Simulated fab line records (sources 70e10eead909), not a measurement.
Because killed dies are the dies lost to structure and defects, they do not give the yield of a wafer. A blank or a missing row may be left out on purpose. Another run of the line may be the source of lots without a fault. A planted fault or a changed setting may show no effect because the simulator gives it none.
fab line records ; flow nandHarc
record: lots: 7; wafers: 21; lastDay: 24
route steps=1159 shown A_SLIT@802 A_SIN_REMOVE@804 A_WL_FILL@809 END@1159
lots with no fault: from the same line, run without faults
startH: start of the lot's first displayed wafer, in hours after the record's first day ; waitH: hours from the lot's prior step to this one ; " as in the row above ; L1.1+2: one row covering several wafers at once ; - no value, or no start was given ; * or withheld: withheld ; < > ~ a bound
route shown NAME@n: a module of which the file shows steps, and the number in the route of the first ; usual: the fault-free wafers' mean and standard deviation ; same: alike in all rows ; chamber/n: place in a boat ; sites: readings site by site ; _std_site: the values' standard deviation ; _edge_site: the outer-site mean with the inner-site mean subtracted ; radiusMm: for every site, how far away it sits from the centre of the wafer ; mask NAME#n: copy n ; behind: the last tool/chamber to shape the wafer ; hold: why the lot was held/for how many hours/how that ended ; device: which transistor (n, p or np) failed to switch ; end of line: the route-end tests of the same wafers ; a step without rows: its recipe alone ; killed: count of dies lost to structure and defects at first sort (not the wafer's yield) ; map: dies across one wafer; x = killed, . = not, _ = none there
set.NAME: the setting as run; set.NAME@STEP: as run at that earlier step ; model.NAME: the simulator's own value behind a step, which no gauge read
lots at some steps of the route; a table a step, a row a wafer
services: when a tool's chamber went out of use (startH, in hours from the record's first day, below 0 if earlier), for how many hours, and the reason
== steps ==
step: NHARC_A_SLIT_SRD_20
step: NHARC_A_SLIT_CD_MEAS_21
usual: cdNm: 289.8/0.99
lot.wafer;tool;chamber;startH;waitH;cdNm
L929.1;cdSem-01;-;329.60;-;287.6
L929.5;cdSem-01;-;329.60;-;288.4
L929.6;cdSem-01;-;329.60;-;287.7
L937.1;cdSem-02;-;380.09;-;291.6
L937.3;cdSem-02;-;380.09;-;290.9
L937.4;cdSem-02;-;380.09;-;290.4
L941.1;cdSem-01;-;396.97;-;289.1
L941.5;cdSem-01;-;396.97;-;289.6
L941.6;cdSem-01;-;396.97;-;289.3
L940.1;cdSem-02;-;404.81;-;289.1
L940.2;cdSem-02;-;404.81;-;290.0
L940.6;cdSem-02;-;404.81;-;288.7
L944.2;cdSem-02;-;420.75;-;290.1
L944.4;cdSem-02;-;420.75;-;289.0
L944.6;cdSem-02;-;420.75;-;289.4
L947.2;cdSem-02;-;427.03;-;288.3
L947.3;cdSem-02;-;427.03;-;286.5
L947.4;cdSem-02;-;427.03;-;288.4
L951.1;cdSem-01;-;470.66;-;289.8
L951.4;cdSem-01;-;470.66;-;289.2
L951.6;cdSem-01;-;470.66;-;289.7
step: NHARC_A_SIN_REMOVE_WET_00
recipe: tempC: 160; timeS: 15300; chemistry: H3PO4
step: NHARC_A_SIN_REMOVE_PRECLEAN_01
recipe: timeS: *; tempC: 50; bathAgeMin: 0; chemistry: SC1
step: NHARC_A_SIN_REMOVE_SRD_02
step: NHARC_A_SIN_REMOVE_INSPECT_04
usual: rawDefectCount: 283/72
lot.wafer;tool;chamber;startH;waitH;rawDefectCount
L929.1;defectInspect-01;-;335.52;0.0;283
L929.5;defectInspect-01;-;335.52;0.0;236
L929.6;defectInspect-01;-;335.52;0.0;256
L937.1;defectInspect-01;-;387.76;0.0;286
L937.3;defectInspect-01;-;387.76;0.0;405
L937.4;defectInspect-01;-;387.76;0.0;306
L941.1;defectInspect-02;-;404.67;0.0;288
L941.5;defectInspect-02;-;404.67;0.0;258
L941.6;defectInspect-02;-;404.67;0.0;430
L940.1;defectInspect-02;-;412.46;0.0;240
L940.2;defectInspect-02;-;412.46;0.0;216
L940.6;defectInspect-02;-;412.46;0.0;140
L944.2;defectInspect-01;-;428.44;0.0;324
L944.4;defectInspect-01;-;428.44;0.0;343
L944.6;defectInspect-01;-;428.44;0.0;247
L947.2;defectInspect-01;-;434.73;0.0;296
L947.3;defectInspect-01;-;434.73;0.0;285
L947.4;defectInspect-01;-;434.73;0.0;243
L951.1;defectInspect-02;-;476.71;0.0;437
L951.4;defectInspect-02;-;476.71;0.0;283
L951.6;defectInspect-02;-;476.71;0.0;253
step: NHARC_A_WL_FILL_ALD_00
recipe: targetThkA: 30; pulseTimeS: 3; aldCycles: 30; tempC: 300; material: Al2O3
usual: heaterPowerW: 462/36; precursorPulseHeightRel: 0.999/0.019; susceptorTempC: 299.97/0.19
lot.wafer;tool;chamber;startH;waitH;heaterPowerW;precursorPulseHeightRel;susceptorTempC
L929.1;aldHk-01;1;335.62;0.1;473;0.980;299.84
L929.5;aldHk-01;0;335.62;0.1;389;0.992;299.88
L929.6;aldHk-01;1;335.62;0.1;460;0.990;300.07
L937.4;aldHk-01;3;387.83;0.1;458;0.950;-
L937.1;aldHk-01;0;387.83;0.1;382;0.989;-
L937.3;aldHk-01;2;387.83;0.1;478;1.000;-
L941.1;aldHk-04;1;404.90;0.2;519;1.004;299.78
L941.6;aldHk-04;1;404.90;0.2;504;1.035;299.69
L941.5;aldHk-04;2;404.90;0.2;491;0.997;299.93
L940.2;aldHk-02;0;412.69;0.2;471;0.976;300.16
L940.1;aldHk-02;1;412.69;0.2;469;0.973;299.76
L940.6;aldHk-02;3;412.69;0.2;450;1.012;299.92
L944.2;aldHk-01;1;428.56;0.1;480;1.025;300.20
L944.4;aldHk-01;2;428.56;0.1;482;0.970;299.60
L944.6;aldHk-01;0;428.56;0.1;373;1.024;300.08
L947.3;aldHk-01;0;434.83;0.1;368;1.029;300.05
L947.2;aldHk-01;1;434.83;0.1;474;0.978;300.18
L947.4;aldHk-01;2;434.83;0.1;483;1.015;300.20
L951.1;aldHk-01;2;476.97;0.3;469;1.032;299.72
L951.4;aldHk-01;3;476.97;0.3;437;0.993;299.85
L951.6;aldHk-01;3;476.97;0.3;440;1.038;300.17
step: NHARC_A_WL_FILL_RTA_01
recipe: tempC: 1000; timeS: 5
usual: lampPowerPct: 28.9/1.2; lamp_zone_2_pct: 28.9/1.2; wafer_temp_C_max: 1003.8/0.82
lot.wafer;tool;chamber;startH;waitH;lampPowerPct;lamp_zone_2_pct;wafer_temp_C_max
L929.1;rtpAnneal-02;0;335.86;-;30.3;30.3;1001.5
L929.5;rtpAnneal-02;0;335.86;-;30.2;30.2;1004.6
L929.6;rtpAnneal-02;0;335.86;-;30.2;30.3;1002.9
L937.1;rtpAnneal-01;0;388.09;-;27.8;27.8;1004.3
L937.3;rtpAnneal-01;0;388.09;-;27.8;27.8;1003.2
L937.4;rtpAnneal-01;0;388.09;-;27.8;27.8;1004.6
L941.1;rtpAnneal-02;0;405.17;-;30.3;30.2;1002.7
L941.5;rtpAnneal-02;0;405.17;-;30.2;30.3;1001.6
L941.6;rtpAnneal-02;0;405.17;-;30.2;30.3;1003.5
L940.1;rtpAnneal-02;0;413.09;-;30.3;30.3;1004.3
L940.2;rtpAnneal-02;0;413.09;-;30.2;30.3;1003.1
L940.6;rtpAnneal-02;0;413.09;-;30.3;30.3;1003.9
L944.2;rtpAnneal-01;0;428.80;-;27.9;27.8;1003.8
L944.4;rtpAnneal-01;0;428.80;-;27.9;27.9;1004.1
L944.6;rtpAnneal-01;0;428.80;-;27.8;27.8;1003.5
L947.2;rtpAnneal-02;0;435.09;-;30.3;30.2;1004.1
L947.3;rtpAnneal-02;0;435.09;-;30.3;30.2;1004.1
L947.4;rtpAnneal-02;0;435.09;-;30.2;30.3;1004.3
L951.1;rtpAnneal-01;0;477.39;-;27.8;27.8;1002.1
L951.4;rtpAnneal-01;0;477.39;-;27.8;27.8;1004.1
L951.6;rtpAnneal-01;0;477.39;-;27.8;27.8;1004.2
step: NHARC_A_WL_FILL_ALD_02
recipe: targetThkA: 20; pulseTimeS: 3; aldCycles: 100; tempC: 450; material: TiN
usual: heaterPowerW: 1095/96; precursorPulseHeightRel: 0.999/0.019; susceptorTempC: 450.04/0.22
lot.wafer;tool;chamber;startH;waitH;heaterPowerW;precursorPulseHeightRel;susceptorTempC
L929.1;aldMetal-03;0;336.32;0.4;1147;1.025;450.19
L929.5;aldMetal-03;3;336.32;0.4;1148;1.000;449.93
L929.6;aldMetal-03;0;336.32;0.4;1164;1.015;450.38
L937.4;aldMetal-01;2;388.31;0.1;1200;0.993;450.18
L937.3;aldMetal-01;0;388.31;0.1;1090;1.016;449.71
L937.1;aldMetal-01;1;388.31;0.1;966;0.979;449.90
L941.1;aldMetal-04;2;405.46;0.3;1219;1.003;450.05
L941.6;aldMetal-04;0;405.46;0.3;1147;0.979;450.01
L941.5;aldMetal-04;1;405.46;0.3;1193;0.966;449.76
L940.2;aldMetal-03;2;413.31;0.2;1129;0.989;450.06
L940.1;aldMetal-03;3;413.31;0.2;1152;1.010;449.78
L940.6;aldMetal-03;2;413.31;0.2;1112;1.003;450.28
L944.2;aldMetal-03;2;428.99;0.2;1096;1.019;449.59
L944.4;aldMetal-03;0;428.99;0.2;1144;1.001;449.89
L944.6;aldMetal-03;2;428.99;0.2;1119;0.990;449.78
L947.4;aldMetal-01;2;435.28;0.1;1187;0.995;450.23
L947.3;aldMetal-01;3;435.28;0.1;961;1.004;450.14
L947.2;aldMetal-01;1;435.28;0.1;907;0.974;449.73
L951.4;aldMetal-04;0;477.64;0.1;1043;1.012;450.14
L951.1;aldMetal-04;1;477.64;0.1;1159;1.001;450.21
L951.6;aldMetal-04;3;477.64;0.1;873;0.987;450.05
step: NHARC_A_WL_FILL_CVD_03
recipe: targetThkA: 400; tempC: 300; pressureTorr: 40; wf6FlowSccm: 40; h2FlowSccm: 1600; arFlowSccm: 1560; timeS: 3302; material: W
usual: heaterPowerW: 454/26; susceptorTempC: 299.99/0.17; throttleValvePct: 8.13/0.24
lot.wafer;tool;chamber;startH;waitH;heaterPowerW;susceptorTempC;throttleValvePct
L929.1;cvdW-01;1;340.18;3.5;476;300.09;8.22
L929.5;cvdW-01;0;341.58;4.9;410;299.93;8.22
L929.6;cvdW-01;1;341.58;4.9;486;299.97;8.03
L937.1;cvdW-01;1;394.98;6.3;491;300.25;8.21
L937.4;cvdW-01;0;394.98;6.3;418;300.10;8.39
L937.3;cvdW-01;1;394.98;6.3;478;300.33;8.12
L941.1;cvdW-02;1;406.29;0.5;439;300.12;7.81
L941.5;cvdW-02;0;407.70;1.9;474;299.96;8.30
L941.6;cvdW-02;1;407.70;1.9;437;300.34;7.80
L940.2;cvdW-02;0;413.75;0.1;456;299.85;8.27
L940.1;cvdW-02;1;413.75;0.1;442;299.89;7.62
L940.6;cvdW-02;1;416.14;2.4;443;299.99;7.59
L944.2;cvdW-02;0;433.62;4.2;471;300.11;8.12
L944.4;cvdW-02;0;433.62;4.2;464;300.13;8.26
L944.6;cvdW-02;1;433.62;4.2;445;300.12;7.84
L947.2;cvdW-01;1;440.12;4.4;485;299.92;8.46
L947.4;cvdW-01;1;440.12;4.4;484;300.23;8.38
L947.3;cvdW-01;0;440.12;4.4;423;299.69;8.23
L951.1;cvdW-02;1;480.71;2.7;446;-;8.02
L951.4;cvdW-02;1;480.71;2.7;437;-;7.91
L951.6;cvdW-02;1;480.71;2.7;442;-;7.84
step: NHARC_A_WL_FILL_ETCHBACK_04
recipe: targetDepthA: 600; timeS: 120; chemistry: NF3
usual: chamberPressureMTorr: 300.01/0.26; drypumpMotorCurrentA: 5.60/0.17; oesProductAu: 1.001/0.011; runLengthS: 141.6/0.5
lot.wafer;tool;chamber;startH;waitH;chamberPressureMTorr;drypumpMotorCurrentA;oesProductAu;rfHoursCounterH;runLengthS
L929.1;rieMetal-02;0;343.02;2.4;300.46;5.61;1.007;3.2;141.8
L929.6;rieMetal-02;0;343.02;2.4;300.06;5.61;1.013;-;142.1
L929.5;rieMetal-02;1;343.02;2.4;299.52;5.31;1.005;-;141.2
L937.1;rieMetal-02;1;397.86;2.4;299.67;5.29;1.012;0.0;141.2
L937.3;rieMetal-02;0;397.86;2.4;299.95;5.62;1.019;-;132.2
L937.4;rieMetal-02;1;397.86;2.4;299.75;5.29;1.005;-;141.2
L941.1;rieMetal-02;0;409.15;2.4;299.98;5.63;0.991;0.3;132.1
L941.5;rieMetal-02;0;409.15;2.4;300.30;5.62;1.002;-;132.0
L941.6;rieMetal-02;1;409.15;2.4;299.98;5.31;1.009;-;141.3
L940.2;rieMetal-02;1;417.11;2.9;300.25;5.31;1.023;0.5;141.3
L940.1;rieMetal-02;0;417.11;2.9;299.82;5.65;0.992;0.5;132.0
L940.6;rieMetal-02;1;417.11;2.9;300.29;5.30;1.007;-;141.2
L944.2;rieMetal-03;0;436.49;2.4;300.12;5.46;1.017;4.2;141.7
L944.4;rieMetal-03;1;436.49;2.4;299.79;5.56;0.986;-;142.3
L944.6;rieMetal-03;1;436.49;2.4;300.16;5.57;0.988;-;141.8
L947.2;rieMetal-03;1;443.47;2.9;299.85;5.62;0.989;4.7;141.9
L947.4;rieMetal-03;1;443.47;2.9;300.26;5.60;0.981;-;141.8
L947.3;rieMetal-03;0;443.47;2.9;299.99;5.50;1.020;-;141.9
L951.1;rieMetal-01;1;483.97;2.8;300.13;5.79;1.017;4.1;141.1
L951.4;rieMetal-01;0;483.97;2.8;300.26;5.80;0.996;-;141.1
L951.6;rieMetal-01;0;483.97;2.8;300.24;5.81;1.001;-;140.8
step: NHARC_A_WL_FILL_ETCHBACK_05
recipe: targetDepthA: 220; timeS: 60; tempC: 40; chemistry: Cl2/BCl3
usual: chamberPressureMTorr: 9.999/0.011; drypumpMotorCurrentA: 5.59/0.17; oesProductAu: 1.001/0.011; runLengthS: 81.6/0.51
lot.wafer;tool;chamber;startH;waitH;chamberPressureMTorr;drypumpMotorCurrentA;oesProductAu;rfHoursCounterH;runLengthS
L929.1;rieMetal-02;0;343.26;0.2;10.007;5.66;1.001;3.3;82.1
L929.6;rieMetal-02;0;343.26;0.2;9.926;5.66;1.003;-;81.9
L929.5;rieMetal-02;1;343.26;0.2;10.003;5.31;1.005;-;81.6
L937.1;rieMetal-02;0;398.08;0.2;10.008;5.64;1.011;0.1;82.3
L937.4;rieMetal-02;1;398.08;0.2;9.998;5.27;1.011;-;81.6
L937.3;rieMetal-02;0;398.08;0.2;10.000;5.63;1.000;-;82.2
L941.1;rieMetal-02;0;409.41;0.2;10.007;5.64;1.014;0.4;81.9
L941.6;rieMetal-02;1;409.41;0.2;10.003;5.29;1.017;-;81.5
L941.5;rieMetal-02;0;409.41;0.2;9.991;5.64;1.005;-;81.8
L940.1;rieMetal-02;1;417.35;0.2;10.014;5.28;1.017;0.7;81.3
L940.2;rieMetal-02;0;417.35;0.2;10.000;5.62;1.013;0.7;81.7
L940.6;rieMetal-02;1;417.35;0.2;9.978;5.27;1.018;-;81.2
L944.2;rieMetal-03;1;436.73;0.2;10.000;5.65;0.983;4.3;82.0
L944.4;rieMetal-03;1;436.73;0.2;9.992;5.62;0.973;-;81.9
L944.6;rieMetal-03;0;436.73;0.2;9.999;5.47;1.010;-;82.0
L947.2;rieMetal-03;1;443.73;0.2;9.991;5.61;1.000;4.8;82.3
L947.3;rieMetal-03;0;443.73;0.2;10.013;5.47;1.013;-;81.7
L947.4;rieMetal-03;1;443.73;0.2;10.005;5.60;0.991;-;82.0
L951.1;rieMetal-01;1;484.22;0.2;9.996;5.80;1.030;4.3;80.7
L951.4;rieMetal-01;0;484.22;0.2;10.005;5.79;0.988;-;81.0
L951.6;rieMetal-01;1;484.22;0.2;9.994;5.79;1.014;-;80.9
step: NHARC_END_SORT_01
recipe: tempC: 25
usual: killedAtArray: 24/8.4; killedAtOther: 0.7/1.1; killedAtPeriphery: 2.9/1.7; killedDies: 27/8.6; killedOpen: 3.3/1.8; killedShort: 1.8/1.4
same: grossDies: 677
lot.wafer;tool;chamber;startH;waitH;killedAtArray;killedAtOther;killedAtPeriphery;killedDies;killedOpen;killedShort
L929.1;prober-02;0;458.13;2.5;27;0;5;32;2;2
L929.5;prober-02;0;461.31;3.7;32;1;0;33;1;3
L929.6;prober-02;0;462.11;4.0;37;0;3;40;3;2
L937.3;prober-01;0;490.45;3.1;31;0;5;36;5;3
L940.1;prober-01;0;523.41;2.5;16;2;6;24;4;2
L940.2;prober-01;0;524.22;2.8;8;2;3;13;1;3
L940.6;prober-01;0;527.47;4.1;12;2;4;18;2;1
killed by level:class
L929.1 A_CHANNEL_HOLE_D1:chamberFilmFlake=10 A_STAIRCASE:chamberFilmFlake=7 A_CONTACT:chamberFilmFlake=5 P_STI:chamberFilmFlake=2 A_ZERO_WELL:chamberFilmFlake=2 P_GATE:geometricParticle:open=1 P_M2:geometricParticle:open=1 A_CHANNEL_FILL_D1:geometricParticle:short=1
L929.5 A_CHANNEL_HOLE_D1:chamberFilmFlake=10 A_CONTACT:chamberFilmFlake=9 A_STAIRCASE:chamberFilmFlake=6 A_SLIT:chamberFilmFlake=2 A_CHANNEL_HOLE_D1:geometricParticle:short=1 A_CHANNEL_FILL_D1:geometricParticle:open=1 A_CONTACT:geometricParticle:short=1 STARTING-WAFER:geometricParticle:short=1
L929.6 A_CHANNEL_HOLE_D1:chamberFilmFlake=19 A_CONTACT:chamberFilmFlake=6 A_STAIRCASE:chamberFilmFlake=5 P_CONTACT:geometricParticle:short=1 P_CONTACT:geometricParticle:open=1 A_CHANNEL_FILL_D1:geometricParticle:open=1 A_STAIRCASE:geometricParticle:short=1 A_M0:geometricParticle:open=1
L937.3 A_CHANNEL_HOLE_D1:chamberFilmFlake=15 A_STAIRCASE:chamberFilmFlake=4 A_WL_FILL:chamberFilmFlake=3 A_CONTACT:chamberFilmFlake=3 A_CONTACT:geometricParticle:open=2 P_GATE:geometricParticle:open=1 P_M0:geometricParticle:open=1 P_M1:geometricParticle:open=1
L940.1 A_CONTACT:chamberFilmFlake=5 P_GATE:chamberFilmFlake=4 A_CHANNEL_HOLE_D1:chamberFilmFlake=4 THIN_TSV:chamberFilmFlake=2 P_GATE:geometricParticle:open=1 P_M1:geometricParticle:open=1 A_SGD_CUT:geometricParticle:short=1 A_SGD_CUT:geometricParticle:open=1
L940.2 A_CONTACT:chamberFilmFlake=5 P_STI:geometricParticle:short=2 THIN_TSV:chamberFilmFlake=2 P_CONTACT:geometricParticle:open=1 A_M1:geometricParticle:short=1 A_CHANNEL_HOLE_D1:chamberFilmFlake=1 A_STAIRCASE:chamberFilmFlake=1
L940.6 A_CHANNEL_HOLE_D1:chamberFilmFlake=5 P_GATE:chamberFilmFlake=3 A_CONTACT:chamberFilmFlake=3 A_STAIRCASE:chamberFilmFlake=2 P_CONTACT:geometricParticle:open=1 A_CHANNEL_FILL_D1:geometricParticle:short=1 A_CHANNEL_FILL_D1:geometricParticle:open=1 THIN_TSV:chamberFilmFlake=1
== services ==
tool;chamber;startH;hours;kind
aldMetal-01;1;321.98;31.4;repair
aldMetal-03;-;322.00;10.0;pm
rieMetal-01;-;332.00;9.0;pm
cvdW-02;1;345.76;4.9;repair
aldHk-01;-;354.24;0.7;repair
aldMetal-01;1;365.15;8.1;repair
cvdW-02;-;379.53;13.0;pm
rieMetal-02;-;388.00;9.0;pm
rieMetal-02;0;388.00;9.0;ventCycle
rieMetal-02;1;388.00;9.0;ventCycle
rieMetal-02;0;397.00;-;clean
rieMetal-02;1;397.00;-;clean
aldMetal-04;-;406.00;10.0;pm
aldHk-01;1;407.25;10.0;ventCycle
aldHk-01;2;407.25;10.0;ventCycle
aldHk-01;0;417.25;-;clean
aldHk-01;1;417.25;-;clean
aldMetal-04;2;430.92;7.9;repair
rieMetal-03;-;453.00;9.0;pm
aldHk-02;-;453.20;1.2;repair
aldMetal-01;-;458.00;10.0;pm
aldHk-02;-;458.15;10.0;pm
rieMetal-02;0;459.71;7.2;repair
cvdW-01;-;476.13;13.0;pm
== key ==
firstSign: step: NHARC_A_WL_FILL_ETCHBACK_04; reading: runLengthS; direction: down; sigmas: 19; usual: *; struck: *
effect none on later readings
metAt NHARC_A_WL_FILL_ETCHBACK_04
struckWafers L937.3,L940.1,L941.1,L941.5
testerLeftOut L937,L940,L941
onsetBetween 343.02 397.86
fault: kind: processParameterDrift; tool: rieMetal-02; chamber: 0; onsetH: 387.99; steps: NHARC_A_WL_FILL_ETCHBACK_04; channel: timeS; offset: *; shape: step; endH: 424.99; actsIn: *; stated: *
testerLeftOut: of these lots the tester's yield and bins aren't shown, on N5 and GAA mostly nor the transistor test; their killed dies are dies lost to structure and defects alone, not to doping, threshold or leakage, so they don't give the yield
